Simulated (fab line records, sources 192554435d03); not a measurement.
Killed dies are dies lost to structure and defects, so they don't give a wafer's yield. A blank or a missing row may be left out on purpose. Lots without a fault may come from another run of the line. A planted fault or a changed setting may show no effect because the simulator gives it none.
fab line records | flow n5_finfet
record lots=6 wafers=18 last_day=17
route steps=1938 shown BEOL_M10@1509 PASSIVATION@1936
lots that met no fault: from a run of the same line without faults
start_h: hours from the record's first day to the start of the lot's first wafer shown | wait_h: hours since the lot's step before | " the same as in the row above | L1.1+2: a row that stands for several wafers | - no value, or no start given | * or withheld: withheld | < > ~ a bound
route shown NAME@n: a module of which the file shows steps, and the number in the route of the first | usual: mean/standard deviation of fault-free wafers | same: alike in all rows | chamber/n: place in a boat | sites: the reading at each site | _std_site: their standard deviation | _edge_site: outer sites' mean less inner sites' | radius_mm: how far each site lies from the wafer's centre | mask NAME#n: copy n | behind: the tool/chamber that last shaped the wafer | hold: why the lot was held/for how many hours/how that ended | device: the transistor (n, p or np) that didn't switch | end of line: the same wafers' tests at the end of the route | a step without rows: its recipe alone | killed: dies lost to structure and defects at the first sort, not the wafer's yield | map: a wafer's dies, x killed, . not, _ none there
set.NAME: the setting as run; set.NAME@STEP: as run at that earlier step | model.NAME: the simulator's own value behind a step, which no gauge read
lots at some steps of the route; a table a step, a row a wafer
services: from which hour (start_h, from the record's first day; less than 0 if before it) a tool's chamber was out of use, for how many hours, and why
## steps
# step N5_BEOL_M10_VIA_ETCH_34
# recipe chemistry=C4F6/O2 target=SiCOH_lowk target_depth_a=1845 mask_material=SOC taper_deg=4 time_s=69.2 ion_energy_ev=250 pressure_mtorr=30 source_w=345 bias_w=185 Ar_flow_sccm=300 C4F6_flow_sccm=10 O2_flow_sccm=10
# step N5_BEOL_M10_STRIP_73
# recipe chemistry=C4F6/O2 resist=SiARC rf_frequency_hz=6e+07
# step N5_BEOL_M10_STRIP_36
# recipe chemistry=N2/H2 power_w=450 temp_c=40 pressure_mtorr=20 rf_frequency_hz=6e+07 overash_fraction=0.3 bias_power_w=7 h2_frac=0.5 n2_flow_sccm=200 h2_flow_sccm=200
# usual drypump_motor_current_A=5.6/0.58 oes_product_au=0.81/0.086 rf_vpp_V=59.2/1.7 showerhead_plenum_p_Torr=2.57/0.086 throttle_valve_pct=23.68/0.21
# same overash_fraction=0.3
# columns lot.wafer tool chamber start_h wait_h drypump_motor_current_A oes_product_au rf_hours_counter_h rf_vpp_V showerhead_plenum_p_Torr throttle_valve_pct
L781.2 rie_diel-05 2 230.13 0.0 5.3 0.85 67 56.4 2.57 23.26
L781.4 " 3 " " 6.4 0.92 28 56.8 2.60 23.54
L781.6 " 0 " " 4.8 0.97 - 58.5 2.71 23.69
L796.3 rie_diel-06 3 306.11 0.0 5.9 0.77 - 60.6 2.55 23.65
L796.4 " 2 " " 5.1 0.76 - 57.8 2.66 23.66
L796.6 " 3 " " 5.9 0.77 - 62.6 2.55 23.68
L797.1 rie_diel-05 1 314.93 0.0 5.3 0.84 55 61.1 2.69 23.94
L797.5 " 1 " " 5.3 0.85 - 61.2 2.69 23.99
L797.6 " 2 " " 5.3 0.80 - 59.0 2.55 23.30
L801.2 rie_diel-06 1 344.80 0.0 4.8 0.93 11 58.4 2.48 23.37
L801.5 " 1 " " 4.8 0.94 - 55.3 2.48 23.42
L801.6 " 3 " " 5.9 0.76 - 59.0 2.54 23.68
L802.2 rie_diel-06 2 349.53 0.0 5.1 0.73 159 57.7 2.65 23.63
L802.5 " 3 " " 5.9 0.74 - 58.1 2.54 23.66
L802.6 " 2 " " 5.1 0.74 - 57.4 2.65 23.72
L803.1 rie_diel-05 2 349.89 0.0 5.3 0.80 123 58.6 2.54 23.34
L803.3 " 2 " " 5.3 0.79 - 57.9 2.54 23.33
L803.4 " 1 " " 5.3 0.82 - 60.0 2.69 23.94
# step N5_BEOL_M10_TRENCH_ETCH_37
# recipe chemistry=C4F6/O2 target_depth_a=1488.3 target=SiCOH_lowk time_s=48 ion_energy_ev=250 pressure_mtorr=30 source_w=345 bias_w=185 Ar_flow_sccm=300 C4F6_flow_sccm=10 O2_flow_sccm=10
# usual drypump_motor_current_A=5.6/0.58 oes_product_au=0.81/0.089 rf_vpp_V=675/18 showerhead_plenum_p_Torr=2.88/0.098 throttle_valve_pct=20.93/0.25
# columns lot.wafer tool chamber start_h wait_h drypump_motor_current_A oes_product_au rf_hours_counter_h rf_vpp_V showerhead_plenum_p_Torr throttle_valve_pct
L781.2 rie_diel-05 2 - - 5.3 0.85 67 661 2.84 20.36
L781.4 " 3 " " 6.4 0.91 29 688 2.89 20.78
L781.6 " 0 " " 4.8 0.99 - 682 3.05 20.99
L796.3 rie_diel-06 3 - - 5.9 0.77 - 694 2.84 20.92
L796.4 " 2 " " 5.1 0.75 - 687 3.01 20.89
L796.6 " 3 " " 5.9 0.77 - 695 2.84 20.89
L797.1 rie_diel-05 1 - - 5.3 0.87 55 676 2.98 20.99
L797.5 " 1 " " 5.3 0.87 - 677 2.98 20.98
L797.6 " 2 " " 5.3 0.79 - 662 2.82 20.44
L801.2 rie_diel-06 1 - - 4.8 0.93 11 645 2.77 20.72
L801.5 " 1 " " 4.8 0.93 - 644 2.77 20.70
L801.6 " 3 " " 5.9 0.73 - 693 2.83 20.93
L802.2 rie_diel-06 2 - - 5.1 0.74 159 686 3.00 20.94
L802.5 " 3 " " 5.9 0.74 - 694 2.83 20.91
L802.6 " 2 " " 5.1 0.73 - 688 2.99 20.95
L803.1 rie_diel-05 2 - - 5.3 0.78 123 662 2.81 20.46
L803.3 " 2 " " 5.3 0.79 - 660 2.81 20.44
L803.4 " 1 " " 5.3 0.85 - 675 2.98 21.00
# step N5_BEOL_M10_ETCH_41
# recipe chemistry=CH3F/O2 target=SiCN target_depth_a=426 taper_deg=2 time_s=86 ion_energy_ev=120 mask_material=TiN pressure_mtorr=30 source_w=395 bias_w=75 Ar_flow_sccm=150 CH3F_flow_sccm=30 O2_flow_sccm=20
# usual drypump_motor_current_A=5.6/0.58 oes_product_au=0.81/0.09 rf_vpp_V=297.9/1.4 showerhead_plenum_p_Torr=2.02/0.071 throttle_valve_pct=16.31/0.2
# columns lot.wafer tool chamber start_h wait_h drypump_motor_current_A oes_product_au rf_hours_counter_h rf_vpp_V showerhead_plenum_p_Torr throttle_valve_pct
L781.2 rie_diel-05 2 - - 5.3 0.83 67 296.5 2.00 15.80
L781.4 " 3 " " 6.3 0.91 29 298.3 2.03 16.12
L781.6 " 0 " " 4.8 1.01 - 299.5 2.15 16.27
L796.3 rie_diel-06 3 - - 5.9 0.77 - 296.7 1.99 16.33
L796.4 " 2 " " 5.1 0.75 - 299.3 2.11 16.24
L796.6 " 3 " " 5.9 0.77 - 297.0 1.99 16.35
L797.1 rie_diel-05 1 - - 5.3 0.86 55 300.7 2.10 16.33
L797.5 " 1 " " 5.3 0.86 - 298.9 2.10 16.34
L797.6 " 2 " " 5.3 0.79 - 298.7 1.99 15.91
L801.2 rie_diel-06 1 - - 4.8 0.92 11 296.2 1.95 16.10
L801.5 " 1 " " 4.8 0.93 - 296.4 1.95 16.10
L801.6 " 3 " " 5.9 0.74 - 296.6 1.99 16.36
L802.2 rie_diel-06 2 - - 5.1 0.73 159 299.3 2.11 16.28
L802.5 " 3 " " 5.9 0.74 - 298.5 1.99 16.38
L802.6 " 2 " " 5.1 0.73 - 298.8 2.11 16.29
L803.1 rie_diel-05 2 - - 5.3 0.79 123 297.7 1.98 15.94
L803.3 " 2 " " 5.3 0.78 - 295.7 1.98 15.95
L803.4 " 1 " " 5.3 0.85 - 299.5 2.09 16.37
# step N5_BEOL_M10_STRIP_77
# recipe chemistry=N2/H2 time_s=10 power_w=450 temp_c=40 pressure_mtorr=20 rf_frequency_hz=6e+07 bias_power_w=7 n2_flow_sccm=200 h2_flow_sccm=200
# usual drypump_motor_current_A=5.6/0.58 oes_product_au=0.81/0.087 rf_vpp_V=59.2/0.93 showerhead_plenum_p_Torr=2.57/0.086 throttle_valve_pct=23.68/0.21
# columns lot.wafer tool chamber start_h wait_h drypump_motor_current_A oes_product_au rf_hours_counter_h rf_vpp_V showerhead_plenum_p_Torr throttle_valve_pct
L781.2 rie_diel-05 2 - - 5.3 0.86 67 58.0 2.57 23.26
L781.4 " 3 " " 6.3 0.91 29 60.0 2.60 23.56
L781.6 " 0 " " 4.8 0.97 - 59.4 2.71 23.70
L796.3 rie_diel-06 3 - - 5.9 0.77 - 58.5 2.55 23.64
L796.4 " 2 " " 5.1 0.76 - 58.9 2.66 23.68
L796.6 " 3 " " 5.8 0.77 - 58.9 2.55 23.64
L797.1 rie_diel-05 1 - - 5.3 0.85 55 62.3 2.69 23.97
L797.5 " 1 " " 5.3 0.86 - 60.3 2.69 23.97
L797.6 " 2 " " 5.3 0.79 - 59.9 2.55 23.31
L801.2 rie_diel-06 1 - - 4.8 0.92 11 60.3 2.48 23.41
L801.5 " 1 " " 4.8 0.92 - 57.8 2.48 23.42
L801.6 " 3 " " 5.9 0.75 - 59.3 2.54 23.66
L802.2 rie_diel-06 2 - - 5.1 0.74 159 58.3 2.65 23.68
L802.5 " 3 " " 5.9 0.75 - 58.7 2.54 23.67
L802.6 " 2 " " 5.1 0.74 - 59.6 2.65 23.71
L803.1 rie_diel-05 2 - - 5.3 0.79 123 59.5 2.54 23.35
L803.3 " 2 " " 5.3 0.79 - 58.9 2.54 23.33
L803.4 " 1 " " 5.4 0.83 - 59.6 2.69 23.98
# step N5_BEOL_M10_OCD_MEAS_38
# usual trench_depth_nm=150.2/2.7
# columns lot.wafer tool chamber start_h wait_h trench_depth_nm
L781.2 ocd-02 - 230.35 - 152.5
L781.4 " - " " 154.0
L781.6 " - " " 155.4
L796.3 ocd-01 - 306.41 - 151.8
L796.4 " - " " 148.7
L796.6 " - " " 152.1
L797.1 ocd-01 - 315.25 - 153.5
L797.5 " - " " 153.8
L797.6 " - " " 149.8
L801.2 ocd-01 - 345.02 - 147.7
L801.5 " - " " 148.8
L801.6 " - " " 148.0
L802.2 ocd-02 - 349.76 - 151.1
L802.5 " - " " 148.2
L802.6 " - " " 149.6
L803.1 ocd-01 - 350.21 - 149.7
L803.3 " - " " 149.9
L803.4 " - " " 153.3
# step N5_BEOL_M10_HM_STRIP_39
# recipe chemistry=peroxide_tin_strip material=TiN target_depth_a=250 temp_c=50 time_s=158
# step N5_BEOL_M10_SRD_40
# recipe time_s=30 temp_c=23 rinse_liquid=diw dry=ipa_marangoni
# step N5_BEOL_M10_PRECLEAN_42
# recipe chemistry=residue_remover time_s=60 temp_c=40
# step N5_BEOL_M10_SRD_43
# recipe time_s=30 temp_c=23 rinse_liquid=diw dry=ipa_marangoni
# step N5_BEOL_M10_CD_MEAS_35
# recipe target_cd_nm=70 polarity=opening
# usual cd_nm=69.5/0.88
# columns lot.wafer tool chamber start_h wait_h cd_nm
L781.2 cd_sem-03 - 230.51 0.0 69.0
L781.4 " - " " 70.9
L781.6 " - " " 70.4
L796.3 cd_sem-03 - 306.57 0.0 68.4
L796.4 " - " " 69.4
L796.6 " - " " 70.2
L797.1 cd_sem-03 - 315.40 0.0 69.2
L797.5 " - " " 68.8
L797.6 " - " " 69.3
L801.2 cd_sem-02 - 345.26 0.0 69.5
L801.5 " - " " 70.5
L801.6 " - " " 68.9
L802.2 cd_sem-01 - 349.91 0.0 69.8
L802.5 " - " " 68.8
L802.6 " - " " 70.4
L803.1 cd_sem-02 - 350.36 0.0 69.1
L803.3 " - " " 68.9
L803.4 " - " " 68.7
# step N5_BEOL_M10_CURE_72
# recipe temp_c=370 time_s=120 ambient=DMADMS/He material=SiCOH_lowk
# usual lamp_power_pct=52.31/0.051 run_length_s=178.4/0.88 wafer_temp_C_max=372.1/0.63
# columns lot.wafer tool chamber start_h wait_h lamp_power_pct run_length_s wafer_temp_C_max
L781.2 uv_cure-02 1 230.76 0.3 52.29 178.6 371.5
L781.4 " 1 " " 52.35 178.8 371.7
L781.6 " 1 " " 52.32 178.1 372.0
L796.3 uv_cure-01 0 306.74 0.2 - - -
L796.4 " 0 " " - - -
L796.6 " 0 " " - - -
L797.1 uv_cure-01 0 315.44 0.0 - - -
L797.5 " 0 " " - - -
L797.6 " 0 " " - - -
L801.2 uv_cure-02 0 345.56 0.3 52.25 177.7 371.4
L801.5 " 0 " " 52.29 178.1 371.5
L801.6 " 0 " " 52.35 177.5 372.0
L802.2 uv_cure-02 2 350.00 0.1 52.31 178.9 374.1
L802.5 " 2 " " 52.32 179.1 373.3
L802.6 " 2 " " 52.21 178.5 372.6
L803.1 uv_cure-01 1 350.40 0.0 52.27 178.1 371.7
L803.3 " 1 " " 52.42 178.4 372.0
L803.4 " 1 " " 52.37 178.6 372.4
# step N5_BEOL_M10_DEGAS_44
# recipe ambient=vacuum temp_c=250 time_s=60
# usual heater_power_w=338/44
# columns lot.wafer tool chamber start_h wait_h heater_power_w
L781.2 pvd_sputter-01 - 231.15 0.3 333
L781.4 " - " " 362
L781.6 " - " " 377
L796.3 pvd_sputter-02 - 307.13 0.3 243
L796.4 " - " " 320
L796.6 " - " " 422
L797.1 pvd_sputter-01 - 317.04 1.5 377
L797.5 " - " " 378
L797.6 " - " " 328
L801.2 pvd_sputter-03 - 346.04 0.4 333
L801.5 " - " " 338
L801.6 " - " " 269
L802.2 pvd_sputter-02 - 350.30 0.2 238
L802.5 " - " " 413
L802.6 " - " " 386
L803.1 pvd_sputter-01 - 351.41 1.0 335
L803.3 " - " " 383
L803.4 " - " " 316
# step N5_PASSIVATION_PROBE_49
# usual defect_limited_yield=91.4/1.5 killed_at_M0_to_M3=36/11 killed_at_M4_up=14/6 killed_at_contacts=11/6 killed_at_front_end=37/11 killed_at_other=4/3.4 killed_dies=102/18 killed_open=66/13 killed_short=34/7.8 sort_bin_4_leakage=0.00/0.017 sort_bin_5_function=5.0/0.97 sort_bin_6_memory=3.2/0.7 sort_n_pass=1078/19 sort_yield_pct=91.3/1.6
# same gross_dies=1180 killed_at_back_side=0 sort_bin_8_speed[%]=0
# columns lot.wafer tool chamber start_h wait_h defect_limited_yield[%] killed_at_M0_to_M3 killed_at_M4_up killed_at_contacts killed_at_front_end killed_at_other killed_dies killed_open killed_short sort_bin_4_leakage[%] sort_bin_5_function[%] sort_bin_6_memory[%] sort_n_pass sort_yield_pct[%]
L781.2 prober-01 - 286.97 0.1 93.6 17 11 7 39 2 76 43 30 0 4.0 2.3 1104 93.6
L781.4 prober-01 - 287.07 0.2 94.1 24 12 5 29 0 70 46 23 0 4.1 1.9 1110 94.1
L781.6 prober-01 - 287.17 0.3 90.4 43 15 16 37 2 113 81 31 0 5.5 3.9 1067 90.4
L797.1 prober-01 - 363.57 0.0 91.9 26 18 13 39 0 96 62 33 0 4.2 3.5 1084 91.9
L797.5 prober-01 - 363.77 0.2 93.2 25 5 20 28 2 80 50 30 0 4.0 2.3 1100 93.2
L797.6 prober-01 - 363.82 0.3 91.7 32 11 16 37 2 98 58 38 0 4.9 3.1 1082 91.7
L801.2 prober-01 - 395.12 0.1 91.5 21 9 23 45 2 100 68 31 0 4.8 3.4 1080 91.5
L801.5 prober-01 - 395.27 0.2 92.4 18 20 18 34 0 90 59 29 0 4.3 3.1 1090 92.4
L801.6 prober-01 - 395.32 0.3 88.1 49 17 13 60 1 140 88 47 0 7.2 4.4 1040 88.1
L803.1 prober-01 - 401.06 0.0 93.2 34 7 6 33 0 80 51 29 0.08 3.9 2.7 1099 93.1
L803.3 prober-01 - 401.16 0.1 88.4 54 16 5 60 2 137 79 53 0 6.1 4.6 1043 88.4
L803.4 prober-01 - 401.21 0.2 92.8 29 4 4 38 10 85 45 34 0 3.9 2.9 1095 92.8
# killed by level:class
L781.2 FIN_SAQP:geometric_particle:short=10 ILD0:geometric_particle:short=7 BEOL_M4:geometric_particle:open=6 ILD0:geometric_particle:open=5 MOL_CONTACT_COAG:geometric_particle:open=5 STI_FIN_REVEAL:geometric_particle:open=4 BEOL_M0_SAQP:geometric_particle:open=4 BEOL_M0_SAQP:geometric_particle:short=4
L781.4 BEOL_M3:geometric_particle:open=8 GATE_CUT:geometric_particle:short=6 BEOL_M6:geometric_particle:open=5 ILD0:geometric_particle:open=5 BEOL_M2:geometric_particle:open=5 BEOL_M0_SAQP:geometric_particle:open=4 FIN_SAQP:geometric_particle:short=3 DUMMY_GATE:geometric_particle:open=3
L781.6 BEOL_M2:geometric_particle:open=14 MOL_CONTACT_COAG:geometric_particle:open=11 BEOL_M0_SAQP:geometric_particle:open=9 BEOL_M3:geometric_particle:open=9 FIN_SAQP:geometric_particle:short=7 DUMMY_GATE:geometric_particle:open=7 FIN_SAQP:geometric_particle:open=6 STI_FIN_REVEAL:geometric_particle:open=6
L797.1 MOL_CONTACT_COAG:geometric_particle:open=10 GATE_CUT:geometric_particle:open=9 STI_FIN_REVEAL:geometric_particle:open=7 BEOL_M0_SAQP:geometric_particle:open=6 BEOL_M4:geometric_particle:open=6 BEOL_M2:geometric_particle:open=5 STARTING-WAFER:geometric_particle:short=5 GATE_CUT:geometric_particle:short=4
L797.5 MOL_CONTACT_COAG:geometric_particle:open=16 GATE_CUT:geometric_particle:short=10 STI_FIN_REVEAL:geometric_particle:open=4 MOL_CONTACT_COAG:geometric_particle:short=4 BEOL_M0_SAQP:geometric_particle:short=4 BEOL_M0_SAQP:geometric_particle:open=4 BEOL_M1:geometric_particle:open=4 BEOL_M2:geometric_particle:open=4
L797.6 MOL_CONTACT_COAG:geometric_particle:open=11 GATE_CUT:geometric_particle:short=8 BEOL_M3:geometric_particle:open=8 STI_FIN_REVEAL:geometric_particle:open=7 BEOL_M0_SAQP:geometric_particle:open=6 MOL_CONTACT_COAG:geometric_particle:short=5 BEOL_M0_SAQP:geometric_particle:short=4 BEOL_M0:geometric_particle:open=4
L801.2 MOL_CONTACT_COAG:geometric_particle:open=18 STI_FIN_REVEAL:geometric_particle:open=15 BEOL_M0_SAQP:geometric_particle:short=9 DUMMY_GATE:geometric_particle:open=7 FIN_SAQP:geometric_particle:short=6 MOL_CONTACT_COAG:geometric_particle:short=5 BEOL_M0_SAQP:geometric_particle:open=4 BEOL_M2:geometric_particle:open=4
L801.5 MOL_CONTACT_COAG:geometric_particle:open=12 BEOL_M2:geometric_particle:open=7 BEOL_M4:geometric_particle:open=7 MOL_CONTACT_COAG:geometric_particle:short=6 BEOL_M3:geometric_particle:open=6 FIN_SAQP:geometric_particle:short=5 STI_FIN_REVEAL:geometric_particle:open=5 STI_FIN_REVEAL:geometric_particle:short=4
L801.6 STI_FIN_REVEAL:geometric_particle:open=14 BEOL_M0_SAQP:geometric_particle:open=13 BEOL_M0_SAQP:geometric_particle:short=11 MOL_CONTACT_COAG:geometric_particle:open=9 DUMMY_GATE:geometric_particle:open=8 BEOL_M3:geometric_particle:open=8 FIN_SAQP:geometric_particle:open=6 FIN_SAQP:geometric_particle:short=6
L803.1 BEOL_M2:geometric_particle:open=13 FIN_SAQP:geometric_particle:short=12 FIN_SAQP:geometric_particle:open=6 BEOL_M0_SAQP:geometric_particle:short=6 BEOL_M0_SAQP:geometric_particle:open=6 BEOL_M3:geometric_particle:open=6 DUMMY_GATE:geometric_particle:open=3 STI_FIN_REVEAL:geometric_particle:open=3
L803.3 BEOL_M0_SAQP:geometric_particle:short=20 BEOL_M0_SAQP:geometric_particle:open=14 STI_FIN_REVEAL:geometric_particle:open=12 DUMMY_GATE:geometric_particle:open=11 FIN_SAQP:geometric_particle:short=7 BEOL_M2:geometric_particle:open=6 BEOL_M3:geometric_particle:open=5 STARTING-WAFER:geometric_particle:short=5
L803.4 STI_FIN_REVEAL:geometric_particle:open=10 BEOL_M0_SAQP:geometric_particle:open=10 BEOL_M0_SAQP:geometric_particle:short=9 FIN_SAQP:geometric_particle:short=5 FIN_SAQP:geometric_particle:open=4 ILD0:geometric_particle:short=4 BEOL_M2:geometric_particle:open=4 MIM_TOP_ETCH:geometric_particle:short=4
## services
# columns tool chamber start_h hours kind
rie_diel-05 3 239.05 115.1 repair
uv_cure-02 - 240.52 1.9 repair
uv_cure-01 - 282.81 2.1 pm
uv_cure-02 - 296.72 1.0 pm
rie_diel-06 1 300.87 - clean
rie_diel-06 1 300.87 - consumable_replace:focus_ring
rie_diel-06 1 300.87 19.6 scheduled_down
rie_diel-06 1 300.87 19.6 vent_cycle
pvd_sputter-02 - 321.23 1.2 repair
pvd_sputter-01 - 330.79 2.4 repair
rie_diel-06 0 336.10 14.8 repair
rie_diel-05 0 345.00 5.6 repair
## key
first_sign step=N5_BEOL_M10_CURE_72 reading=tool_record direction=missing
effect none on later readings
met_at N5_BEOL_M10_CURE_72
struck_wafers L796.3,L796.4,L796.6,L797.1,L797.5,L797.6
fault kind=skipped_step_whole tool=uv_cure-01 chamber=- onset_h=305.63 steps=N5_BEOL_M10_CURE_72 scope=struck_lots_only
